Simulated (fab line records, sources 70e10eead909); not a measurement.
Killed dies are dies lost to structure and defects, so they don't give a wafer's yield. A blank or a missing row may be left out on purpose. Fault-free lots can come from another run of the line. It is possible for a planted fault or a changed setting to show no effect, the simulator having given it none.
A lot that was struck, set against a sound lot / flow nand harc / 42 steps out of a route of 1302
Sound: the wafers L617.1, L617.2, L617.6. Struck: wafers L637.1, L637.3, L637.4. The cause is named last.
Per side, at each step with rows, come the tool, then ch with its chambers, and then its first start. Under that, the readings that differ: sound wafers / struck wafers / difference of the means / sigmas: that difference in standard deviations of wafers without a fault.
alike: same words and numbers on both sides, and readings whose means sit less than 2 such deviations apart. not compared: any withheld reading, any reading some wafer has no value for, any bound like >300 that may hide the same value, and any number with overlapping values for which the record gives no deviation.
A row with sigmas, a row that says differs or no value, or rows on one side alone: a step with any of these is where the two part. Non-overlapping numbers with no deviation appear without sigmas and do not part them. A reading missing from all wafers of one side parts the sides only when that side holds two or more wafers.

first, 1 step without rows for these wafers: NHARC_P_M2_PVD_20 (deposits TaN, target thk 5 nm, time 8.06 s).
NHARC_P_M2_PVD_21: deposits Cu, target thk 30 nm, time 20.49 s.
  sound on pvd sputter-01; struck on pvd sputter-01
  alike: throttle valve pct
then, 2 steps without rows for these wafers: NHARC_P_M2_ECD_22 (material Cu, target thk 400 nm); NHARC_P_M2_ANNEAL_31 (time 90 s).
NHARC_P_M2_CMP_23: polishes, t overpolish 20 s, target thk 144.3 nm.
  sound on cmp-01 ch 0,1,2, day 6 18:18; struck on cmp-01 ch 0,1,2, day 15 03:54
  alike: motor current A, time to endpoint s
NHARC_P_M2_THK_MEAS_24: measures by xrf.
  sound on film metro-02 at day 6 18:35; struck on film metro-02 at day 15 04:13
  alike: thk nm
then, 1 step without rows for these wafers: NHARC_P_M2_SRD_25.
NHARC_P_M2_INSPECT_27:
  sound on defect inspect-01 at day 6 18:44; struck on defect inspect-02 at day 15 04:22
  alike: raw defect count
NHARC_P_M2_PRE_CLEAN_32: time 12 s.
  sound on pecvd-04 ch 1,2, day 6 18:49; struck on pecvd-01 ch 0,2, day 15 04:26
  alike: heater power w
then, 2 steps without rows for these wafers: NHARC_P_M2_DEP_33 (deposits SiCN, target thk 30 nm); NHARC_P_BONDPAD_DEP_00 (deposits SiCN, target thk 250 nm).
NHARC_P_BONDPAD_CMP_32: polishes SiCN, target thk 200 nm.
  sound on cmp-02 ch 1,3, day 6 19:49; struck on cmp-03 ch 0,2,3, day 15 05:19
  alike: motor current A
NHARC_P_BONDPAD_THK_MEAS_33: measures by ellipsometry.
  sound on film metro-02 at day 6 20:04; struck on film metro-02 at day 15 05:34
  alike: thk nm
then, 10 steps without rows for these wafers: NHARC_P_BONDPAD_SRD_34; NHARC_P_BONDPAD_DEHYDRATE_01 (time 120 s); NHARC_P_BONDPAD_HMDS_02 (time 30 s); NHARC_P_BONDPAD_COAT_36 (time 65 s); NHARC_P_BONDPAD_COAT_03 (resist thk 600 nm); NHARC_P_BONDPAD_SOFTBAKE_04 (time 70 s); NHARC_P_BONDPAD_EBR_05; NHARC_P_BONDPAD_EXPOSE_06 (exposes mask P BPAD); NHARC_P_BONDPAD_PEB_07 (peb time 80 s); NHARC_P_BONDPAD_DEVELOP_08 (time 50 s).
NHARC_P_BONDPAD_CD_MEAS_09: target cd 500 nm.
  sound on cd sem-01 ch 0, day 6 20:37; struck on cd sem-03 ch 0, day 15 06:08
  alike: cd nm
NHARC_P_BONDPAD_OVL_MEAS_38:
  sound on overlay-02 at day 6 20:43; struck on overlay-01 at day 15 06:13
reading=overlay x nm (nm); sound=7 6 7; struck=-7 -7 -7; difference=-14; sigmas=-2
  alike: overlay y nm
then, 1 step without rows for these wafers: NHARC_P_BONDPAD_HARDBAKE_10 (time 65 s).
NHARC_P_BONDPAD_DESCUM_11: chemistry O2, time 3 s.
  sound on rie diel-07 ch 0,3, day 6 20:51; struck on rie diel-07 ch 0,1,2, day 15 06:21
  alike: drypump motor current A, oes product au, rf vpp V, showerhead plenum p Torr, throttle valve pct
  not compared: rf hours counter h
then, 1 step without rows for these wafers: NHARC_P_BONDPAD_ETCH_37 (etches the open film in N2/H2, target depth 60 nm, overetch 18 nm, time 65.91 s).
NHARC_P_BONDPAD_ETCH_12: etches the open film in CHF3/O2, target depth 200 nm, time 100 s.
  sound: rie diel-07 ch 1,2,3; struck: rie diel-07 ch 0,2,3
reading=oes product au (a.u.); sound=0.974 0.988 0.970; struck=0.916 0.915 0.923; difference=-0.059; sigmas=-2
  alike: chf3 flow sccm, drypump motor current A, rf vpp V, showerhead plenum p Torr, throttle valve pct
  not compared: rf hours counter h
NHARC_P_BONDPAD_CD_MEAS_13:
  sound on cd sem-02 at day 6 21:10; struck on cd sem-01 at day 15 06:40
  alike: cd nm
then, 10 steps without rows for these wafers: NHARC_P_BONDPAD_STRIP_15 (strips in O2); NHARC_P_BONDPAD_ETCH_24 (etches the open film in CF4/N2, target depth 30 nm, time 72.99 s); NHARC_P_BONDPAD_STRIP_16 (strips in post etch residue remover, time 600 s); NHARC_P_BONDPAD_DEGAS_25 (time 60 s); NHARC_P_BONDPAD_PRE_CLEAN_26 (time 30 s); NHARC_P_BONDPAD_PVD_17 (deposits TaN, target thk 5 nm, time 8.06 s); NHARC_P_BONDPAD_PVD_27 (deposits Cu, target thk 30 nm, time 20.49 s); NHARC_P_BONDPAD_ECD_18 (material Cu, target thk 400 nm); NHARC_P_BONDPAD_ANNEAL_28 (time 90 s); NHARC_P_BONDPAD_CMP_19 (polishes, t overpolish 30 s, cu recess touch 16 s, target thk 160.81 nm).
NHARC_P_BONDPAD_THK_MEAS_20: measures by xrf.
  sound on film metro-02 at day 6 23:23; struck on film metro-01 at day 15 08:42
  alike: thk nm
-- the record jumps here: 18 days lie between the struck wafers' starts before and after (it left off in module P_BONDPAD and takes up again in module END, whose first step shown is number 1302 of the route) --
NHARC_END_SORT_01:
  the record has rows for the struck wafers here (prober-01 ch 0, day 33 03:19) and none for the sound ones

== WHERE THEY PART ==
First at NHARC_P_BONDPAD_OVL_MEAS_38; last, within this record, at NHARC_END_SORT_01.

WHY: the cause the simulator had injected
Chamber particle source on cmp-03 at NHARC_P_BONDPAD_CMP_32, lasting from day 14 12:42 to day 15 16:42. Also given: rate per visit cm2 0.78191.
